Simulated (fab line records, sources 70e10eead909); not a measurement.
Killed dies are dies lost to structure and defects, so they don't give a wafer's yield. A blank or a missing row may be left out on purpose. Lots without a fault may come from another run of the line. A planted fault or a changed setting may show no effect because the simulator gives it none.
Which tool did it? | flow nand_harc | 24 lots, 72 wafers sampled, at 6 steps of a route of 1302

WHAT THE GAUGES READ, wafer by wafer
NHARC_A_SGD_CUT_INSPECT_11. Usual: raw_defect_count 60, standard deviation 30.
lot  | measured     | on                | raw_defect_count | flag
L074 | day 18 04:04 | defect_inspect-02 | 55 74 49         |
L075 | day 18 11:44 | defect_inspect-01 | 75 81 64         |
L076 | day 19 10:29 | defect_inspect-02 | 63 60 48         |
L078 | day 19 10:44 | defect_inspect-01 | 113 117 118      |
L079 | day 20 10:59 | defect_inspect-01 | 63 62 57         |
L080 | day 20 16:46 | defect_inspect-02 | 68 71 61         |
L077 | day 20 16:25 | defect_inspect-01 | 102 114 122      |
L081 | day 21 19:45 | defect_inspect-01 | 81 78 74         |
L083 | day 22 03:09 | defect_inspect-01 | 74 76 87         |
L082 | day 22 03:37 | defect_inspect-02 | 30 23 35         |
L085 | day 22 13:37 | defect_inspect-02 | 44 38 24         |
L084 | day 22 14:53 | defect_inspect-02 | 61 66 52         |
L086 | day 23 10:13 | defect_inspect-01 | 42 42 36         |
L087 | day 23 08:26 | defect_inspect-02 | 60 82 50         |
L088 | day 23 21:14 | defect_inspect-02 | 12 15 26         |
L089 | day 23 20:39 | defect_inspect-02 | 105 105 103      |
L090 | day 24 05:30 | defect_inspect-01 | 15 21 23         |
L092 | day 25 11:20 | defect_inspect-02 | 25 22 20         |
L091 | day 25 11:56 | defect_inspect-02 | 102 86 102       |
L094 | day 26 22:34 | defect_inspect-01 | 105 113 112      |
L093 | day 26 22:15 | defect_inspect-02 | 20 38 24         |
L095 | day 27 06:52 | defect_inspect-01 | 44 61 44         |
L096 | day 27 06:37 | defect_inspect-01 | 29 36 34         |
L097 | day 27 16:08 | defect_inspect-01 | 55 55 45         |

WHICH TOOL RAN EACH LOT (tool, then ch and the chambers of the sampled wafers, then the start)
lot  | NHARC_A_STAIRCASE_ETCHBACK_416                | NHARC_A_STAIRCASE_DEP_417       | NHARC_A_STAIRCASE_STRIP_475                   | NHARC_A_STAIRCASE_DEP_471       | NHARC_A_SGD_CUT_DEP_00
L074 | rie_diel-08 ch 1,2,3, day 16 05:58 or earlier | pecvd-02 ch 2, day 16 05:58     | rie_diel-07 ch 0,2, day 18 02:40 or earlier   | pecvd-02 ch 0,1, day 18 02:40   | pecvd-02 ch 0,1, day 18 03:22
L075 | rie_diel-07 ch 1,2, day 16 09:40 or earlier   | pecvd-01 ch 0,2, day 16 09:40   | rie_diel-08 ch 2,3, day 18 10:11 or earlier   | pecvd-02 ch 0,1, day 18 10:11   | pecvd-01 ch 0,1,2, day 18 10:53
L076 | rie_diel-01 ch 0,1,2, day 17 16:42 or earlier | pecvd-04 ch 1,2, day 17 16:42   | rie_diel-08 ch 0,2, day 19 08:58 or earlier   | pecvd-01 ch 0,1,2, day 19 08:58 | pecvd-03 ch 0,1,2, day 19 09:42
L078 | rie_diel-01 ch 0,1,3, day 17 18:44 or earlier | pecvd-01 ch 1,2, day 17 18:44   | rie_diel-08 ch 2,3, day 19 09:12 or earlier   | pecvd-01 ch 0,1,2, day 19 09:12 | pecvd-03 ch 0,2, day 19 09:56
L079 | rie_diel-01 ch 0,3, day 18 10:01 or earlier   | pecvd-04 ch 1,2, day 18 10:01   | rie_diel-01 ch 1,3, day 20 09:35 or earlier   | pecvd-02 ch 0,2, day 20 09:35   | pecvd-03 ch 0,1,2, day 20 10:16
L080 | rie_diel-07 ch 0,1,2, day 18 20:44 or earlier | pecvd-02 ch 0,2, day 18 20:44   | rie_diel-07 ch 0,1,2, day 20 15:14 or earlier | pecvd-02 ch 0,1, day 20 15:14   | pecvd-03 ch 0,1, day 20 15:55
L077 | rie_diel-01 ch 1,3, day 18 21:32 or earlier   | pecvd-01 ch 0,2, day 18 21:32   | rie_diel-08 ch 2,3, day 20 15:04 or earlier   | pecvd-02 ch 0,1,2, day 20 15:04 | pecvd-03 ch 0,1,2, day 20 15:45
L081 | rie_diel-01 ch 0,2,3, day 19 21:14 or earlier | pecvd-01 ch 0,1,2, day 19 21:14 | rie_diel-07 ch 0,3, day 21 18:14 or earlier   | pecvd-04 ch 1,2, day 21 18:14   | pecvd-01 ch 1,2, day 21 18:55
L083 | rie_diel-07 ch 1,2, day 20 05:13 or earlier   | pecvd-01 ch 0,1, day 20 05:13   | rie_diel-08 ch 0,1,2, day 22 01:40 or earlier | pecvd-01 ch 0,1,2, day 22 01:40 | pecvd-01 ch 0,1,2, day 22 02:20
L082 | rie_diel-08 ch 0,2,3, day 20 05:14 or earlier | pecvd-02 ch 0,2, day 20 05:14   | rie_diel-01 ch 0,2,3, day 22 02:05 or earlier | pecvd-02 ch 0,1,2, day 22 02:05 | pecvd-03 ch 0,2, day 22 02:48
L085 | rie_diel-07 ch 0,2,3, day 20 18:04 or earlier | pecvd-04 ch 0,1, day 20 18:04   | rie_diel-01 ch 2,3, day 22 12:13 or earlier   | pecvd-04 ch 0,2, day 22 12:13   | pecvd-02 ch 1,2, day 22 12:55
L084 | rie_diel-01 ch 1,2,3, day 20 18:22 or earlier | pecvd-04 ch 0,1, day 20 18:22   | rie_diel-08 ch 0,1,2, day 22 13:16 or earlier | pecvd-04 ch 0,1,2, day 22 13:16 | pecvd-01 ch 0,2, day 22 13:57
L086 | rie_diel-08 ch 0,2, day 21 07:53 or earlier   | pecvd-02 ch 0,2, day 21 07:53   | rie_diel-07 ch 1,2, day 23 08:41              | pecvd-01 ch 0,2, day 23 08:47   | pecvd-01 ch 0,2, day 23 09:31
L087 | rie_diel-01 ch 0,1,2, day 21 11:51 or earlier | pecvd-01 ch 0,1,2, day 21 11:51 | rie_diel-08 ch 1,2,3, day 23 06:47            | pecvd-02 ch 0,1,2, day 23 06:53 | pecvd-01 ch 0,1,2, day 23 07:35
L088 | rie_diel-08 ch 0,1, day 21 22:08 or earlier   | pecvd-04 ch 0,2, day 21 22:08   | rie_diel-07 ch 0,1,3, day 23 19:43 or earlier | pecvd-02 ch 0,1, day 23 19:43   | pecvd-01 ch 0,1, day 23 20:24
L089 | rie_diel-07 ch 2,3, day 22 01:52 or earlier   | pecvd-04 ch 0,1, day 22 01:52   | rie_diel-07 ch 1,3, day 23 19:18 or earlier   | pecvd-01 ch 0,1, day 23 19:18   | pecvd-01 ch 0,1,2, day 23 19:59
L090 | rie_diel-08 ch 1,3, day 22 11:01 or earlier   | pecvd-02 ch 1,2, day 22 11:01   | rie_diel-08 ch 0,1, day 24 03:58 or earlier   | pecvd-02 ch 1,2, day 24 03:58   | pecvd-02 ch 0,1,2, day 24 04:43
L092 | rie_diel-07 ch 1,2,3, day 23 08:11 or earlier | pecvd-04 ch 1,2, day 23 08:11   | rie_diel-01 ch 1,2, day 25 09:51 or earlier   | pecvd-04 ch 0,2, day 25 09:51   | pecvd-01 ch 0,1, day 25 10:32
L091 | rie_diel-01 ch 1,2, day 23 18:58 or earlier   | pecvd-01 ch 1,2, day 23 18:58   | rie_diel-01 ch 0,3, day 25 10:28 or earlier   | pecvd-02 ch 0,1, day 25 10:28   | pecvd-02 ch 0,2, day 25 11:07
L094 | rie_diel-07 ch 0,1,3, day 24 19:31 or earlier | pecvd-01 ch 0,1,2, day 24 19:31 | rie_diel-08 ch 0,1,2, day 26 21:07 or earlier | pecvd-02 ch 0,1,2, day 26 21:07 | pecvd-02 ch 0,1,2, day 26 21:48
L093 | rie_diel-08 ch 1,2,3, day 24 23:31 or earlier | pecvd-01 ch 0,2, day 24 23:31   | rie_diel-07 ch 0,2,3, day 26 20:53 or earlier | pecvd-04 ch 1,2, day 26 20:53   | pecvd-02 ch 0,1, day 26 21:32
L095 | rie_diel-07 ch 0,1, day 25 09:38 or earlier   | pecvd-02 ch 0,1,2, day 25 09:38 | rie_diel-01 ch 1,2,3, day 27 05:20 or earlier | pecvd-01 ch 0,1, day 27 05:20   | pecvd-02 ch 0,2, day 27 06:03
L096 | rie_diel-07 ch 0,1, day 25 10:27 or earlier   | pecvd-04 ch 0,1,2, day 25 10:27 | rie_diel-01 ch 0,1,3, day 27 05:07 or earlier | pecvd-04 ch 0,2, day 27 05:07   | pecvd-02 ch 1,2, day 27 05:46
L097 | rie_diel-01 ch 1,2,3, day 25 19:01 or earlier | pecvd-04 ch 0,1,2, day 25 19:01 | rie_diel-07 ch 0,1,2, day 27 14:36 or earlier | pecvd-01 ch 0,1,2, day 27 14:36 | pecvd-01 ch 0,1,2, day 27 15:17
- NHARC_A_STAIRCASE_ETCHBACK_416: etches the open film in C4F8/O2/Ar, target depth 36 nm, time 7.2 s.
- NHARC_A_STAIRCASE_DEP_417: deposits Si3N4, target thk 60 nm.
- NHARC_A_STAIRCASE_STRIP_475: strips in O2, time 20 s.
- NHARC_A_STAIRCASE_DEP_471: deposits SiO2, target thk 100 nm.
- NHARC_A_SGD_CUT_DEP_00: deposits SiNx, target thk 50 nm.

WHAT THE TOOLS THEMSELVES READ (means of the sampled wafers that have a number; where no wafer has one, the mark that the record gives instead)
NHARC_A_STAIRCASE_ETCHBACK_416. Usual: chamber_pressure_mTorr 25.001 mTorr, standard deviation 0.023; oes_product_au 0.936 a.u., standard deviation 0.027; rf_vpp_V 723 V, standard deviation 4.7.
lot  | tool        | chamber_pressure_mTorr (mTorr) | oes_product_au (a.u.) | rf_vpp_V (V) | flag
L074 | rie_diel-08 | 24.994                         | 0.933                 | 720          |
L075 | rie_diel-07 | 25.010                         | 0.934                 | 728          |
L076 | rie_diel-01 | 24.992                         | 0.930                 | 721          |
L078 | rie_diel-01 | 25.008                         | 0.922                 | 721          |
L079 | rie_diel-01 | 24.981                         | 0.927                 | 724          |
L080 | rie_diel-07 | 25.024                         | 0.994                 | 727          |
L077 | rie_diel-01 | 25.015                         | 0.927                 | 723          |
L081 | rie_diel-01 | 24.992                         | 0.933                 | 725          |
L083 | rie_diel-07 | 24.987                         | 1.004                 | 727          |
L082 | rie_diel-08 | 25.017                         | 0.928                 | 721          |
L085 | rie_diel-07 | 25.001                         | 0.916                 | 724          |
L084 | rie_diel-01 | 25.014                         | 0.934                 | 723          |
L086 | rie_diel-08 | 24.991                         | 0.927                 | 719          |
L087 | rie_diel-01 | 24.986                         | 0.927                 | 721          |
L088 | rie_diel-08 | 25.005                         | 0.922                 | 723          |
L089 | rie_diel-07 | 24.994                         | 0.919                 | 721          |
L090 | rie_diel-08 | 24.998                         | 0.921                 | 719          |
L092 | rie_diel-07 | 25.002                         | 0.921                 | 725          |
L091 | rie_diel-01 | 24.993                         | 1.011                 | 730          |
L094 | rie_diel-07 | 25.018                         | 0.928                 | 724          |
L093 | rie_diel-08 | 25.025                         | 0.930                 | 718          |
L095 | rie_diel-07 | 24.995                         | 0.918                 | 728          |
L096 | rie_diel-07 | 24.983                         | 0.917                 | 727          |
L097 | rie_diel-01 | 25.012                         | 0.938                 | 727          |

NHARC_A_STAIRCASE_DEP_417. Usual: heater_power_outer_w 402 W, standard deviation 60; heater_power_w 691 W, standard deviation 82.
lot  | tool     | heater_power_outer_w (W) | heater_power_w (W) | flag
L074 | pecvd-02 | 375                      | 693                |
L075 | pecvd-01 | 446                      | 734                |
L076 | pecvd-04 | 314                      | 575                |
L078 | pecvd-01 | 372                      | 621                |
L079 | pecvd-04 | 343                      | 612                |
L080 | pecvd-02 | 436                      | 788                |
L077 | pecvd-01 | 454                      | 733                |
L081 | pecvd-01 | 422                      | 710                |
L083 | pecvd-01 | 385                      | 690                |
L082 | pecvd-02 | 380                      | 696                |
L085 | pecvd-04 | 392                      | 687                |
L084 | pecvd-04 | 387                      | 668                |
L086 | pecvd-02 | 375                      | 699                |
L087 | pecvd-01 | 428                      | 704                |
L088 | pecvd-04 | 431                      | 714                |
L089 | pecvd-04 | 337                      | 591                |
L090 | pecvd-02 | 436                      | 727                |
L092 | pecvd-04 | 308                      | 545                |
L091 | pecvd-01 | 431                      | 710                |
L094 | pecvd-01 | 449                      | 739                |
L093 | pecvd-01 | 451                      | 743                |
L095 | pecvd-02 | 439                      | 771                |
L096 | pecvd-04 | 376                      | 643                |
L097 | pecvd-04 | 377                      | 647                |

NHARC_A_STAIRCASE_STRIP_475. Usual: chamber_pressure_mTorr 60.01 mTorr, standard deviation 0.056; drypump_motor_current_A 5.5 A, standard deviation 0.49; oes_product_au 1.002 a.u., standard deviation 0.0096; rf_vpp_V 57.8 V, standard deviation 0.9; showerhead_plenum_p_Torr 3.52 Torr, standard deviation 0.15; throttle_valve_pct 17.036 %, standard deviation 0.0088.
lot  | tool        | chamber_pressure_mTorr (mTorr) | drypump_motor_current_A (A) | oes_product_au (a.u.) | rf_vpp_V (V) | showerhead_plenum_p_Torr (Torr) | throttle_valve_pct (%) | flag
L074 | rie_diel-07 | 60.01                          | 5.2                         | 0.992                 | 58.0         | 3.63                            | 17.031                 |
L075 | rie_diel-08 | 60.03                          | 6.0                         | 1.002                 | 58.0         | 3.37                            | 17.033                 |
L076 | rie_diel-08 | 59.95                          | 5.4                         | 1.000                 | 58.1         | 3.50                            | 17.034                 |
L078 | rie_diel-08 | 59.99                          | 6.0                         | 1.007                 | 57.2         | 3.36                            | 17.041                 |
L079 | rie_diel-01 | 60.02                          | 5.6                         | 1.006                 | 57.3         | 3.51                            | 17.035                 |
L080 | rie_diel-07 | 60.02                          | 5.5                         | 0.995                 | 58.0         | 3.67                            | 17.031                 |
L077 | rie_diel-08 | 60.03                          | 6.0                         | 0.996                 | 58.0         | 3.36                            | 17.040                 |
L081 | rie_diel-07 | 60.00                          | 4.8                         | 0.993                 | 59.2         | 3.54                            | 17.042                 |
L083 | rie_diel-08 | 59.96                          | 5.6                         | 0.993                 | 57.5         | 3.44                            | 17.039                 |
L082 | rie_diel-01 | 60.06                          | 5.5                         | 1.003                 | 57.2         | 3.58                            | 17.030                 |
L085 | rie_diel-01 | 60.07                          | 5.7                         | 1.013                 | 58.6         | 3.64                            | 17.032                 |
L084 | rie_diel-08 | 60.05                          | 5.6                         | 0.993                 | 57.6         | 3.44                            | 17.039                 |
L086 | rie_diel-07 | 60.02                          | 6.0                         | 0.991                 | 58.4         | 3.66                            | 17.041                 |
L087 | rie_diel-08 | 60.01                          | 5.8                         | 1.000                 | 57.0         | 3.37                            | 17.041                 |
L088 | rie_diel-07 | 59.99                          | 5.1                         | 1.008                 | 58.0         | 3.58                            | 17.035                 |
L089 | rie_diel-07 | 59.95                          | 5.0                         | 0.996                 | 57.2         | 3.50                            | 17.039                 |
L090 | rie_diel-08 | 60.02                          | 5.4                         | 1.003                 | 57.7         | 3.46                            | 17.040                 |
L092 | rie_diel-01 | 60.00                          | 5.9                         | 1.018                 | 58.4         | 3.76                            | 17.031                 |
L091 | rie_diel-01 | 60.09                          | 5.4                         | 0.999                 | 58.1         | 3.55                            | 17.031                 |
L094 | rie_diel-08 | 60.02                          | 5.6                         | 1.000                 | 57.7         | 3.42                            | 17.025                 |
L093 | rie_diel-07 | 59.98                          | 5.2                         | 1.001                 | 57.1         | 3.52                            | 17.029                 |
L095 | rie_diel-01 | 60.02                          | 5.7                         | 1.008                 | 57.4         | 3.68                            | 17.029                 |
L096 | rie_diel-01 | 60.03                          | 5.4                         | 1.009                 | 58.4         | 3.61                            | 17.038                 |
L097 | rie_diel-07 | 59.98                          | 5.5                         | 0.996                 | 58.2         | 3.64                            | 17.043                 |

NHARC_A_STAIRCASE_DEP_471. Usual: heater_power_outer_w 294 W, standard deviation 57; heater_power_w 552 W, standard deviation 80; throttle_valve_pct 15.8 %, standard deviation 0.34.
lot  | tool     | heater_power_outer_w (W) | heater_power_w (W) | throttle_valve_pct (%) | flag
L074 | pecvd-02 | 262                      | 498                | 15.3                   |
L075 | pecvd-02 | 327                      | 592                | 15.4                   |
L076 | pecvd-01 | 314                      | 573                | 15.7                   |
L078 | pecvd-01 | 275                      | 516                | 15.4                   |
L079 | pecvd-02 | 254                      | 533                | 15.9                   |
L080 | pecvd-02 | 293                      | 563                | 15.8                   |
L077 | pecvd-02 | 313                      | 601                | 15.9                   |
L081 | pecvd-04 | 226                      | 451                | 16.3                   |
L083 | pecvd-01 | 301                      | 544                | 15.7                   |
L082 | pecvd-02 | 267                      | 531                | 15.9                   |
L085 | pecvd-04 | 269                      | 500                | 16.0                   |
L084 | pecvd-04 | 279                      | 511                | 16.1                   |
L086 | pecvd-01 | 327                      | 567                | 15.7                   |
L087 | pecvd-02 | 258                      | 519                | 15.9                   |
L088 | pecvd-02 | 347                      | 618                | 15.7                   |
L089 | pecvd-01 | 281                      | 539                | 15.9                   |
L090 | pecvd-02 | 219                      | 481                | 15.9                   |
L092 | pecvd-04 | 343                      | 608                | 16.0                   |
L091 | pecvd-02 | 328                      | 602                | 15.5                   |
L094 | pecvd-02 | 333                      | 612                | 15.7                   |
L093 | pecvd-04 | 191                      | 410                | 15.7                   |
L095 | pecvd-01 | 344                      | 615                | 15.8                   |
L096 | pecvd-04 | 329                      | 601                | 15.7                   |
L097 | pecvd-01 | 283                      | 519                | 15.9                   |

NHARC_A_SGD_CUT_DEP_00. Usual: heater_power_outer_w 436 W, standard deviation 44; heater_power_w 733 W, standard deviation 62.
lot  | tool     | heater_power_outer_w (W) | heater_power_w (W) | flag
L074 | pecvd-02 | 448                      | 763                |
L075 | pecvd-01 | 409                      | 673                |
L076 | pecvd-03 | 411                      | 695                |
L078 | pecvd-03 | 421                      | 699                |
L079 | pecvd-03 | 447                      | 727                |
L080 | pecvd-03 | 496                      | 787                |
L077 | pecvd-03 | 447                      | 731                |
L081 | pecvd-01 | 440                      | 721                |
L083 | pecvd-01 | 434                      | 730                |
L082 | pecvd-03 | 460                      | 758                |
L085 | pecvd-02 | 409                      | 714                |
L084 | pecvd-01 | 450                      | 726                |
L086 | pecvd-01 | 421                      | 700                |
L087 | pecvd-01 | 447                      | 740                |
L088 | pecvd-01 | 433                      | 735                |
L089 | pecvd-01 | 426                      | 716                |
L090 | pecvd-02 | 420                      | 728                |
L092 | pecvd-01 | 438                      | 731                |
L091 | pecvd-02 | 465                      | 813                |
L094 | pecvd-02 | 416                      | 732                |
L093 | pecvd-02 | 478                      | 815                |
L095 | pecvd-02 | 480                      | 822                |
L096 | pecvd-02 | 467                      | 785                |
L097 | pecvd-01 | 414                      | 690                |

THE ANSWER, worked out from the rows above alone
Rule: a lot is off if the mean of its wafers that have a number lies more than 3 standard deviations from the usual mean. A lot without any number at a reading at which 4 lots or more have one is off too. The other lots that the step has rows for count as sound. The gauges are gone through in route order, then the tools' own readings, and for those a lot's mean is taken as printed above. The first step at which some lot is off is used, and at that step the reading that is off furthest; a lot without a number counts as furthest.
No lot is off at any reading shown: from this, nothing can be told.

WHAT THE SIMULATOR HAD PUT IN
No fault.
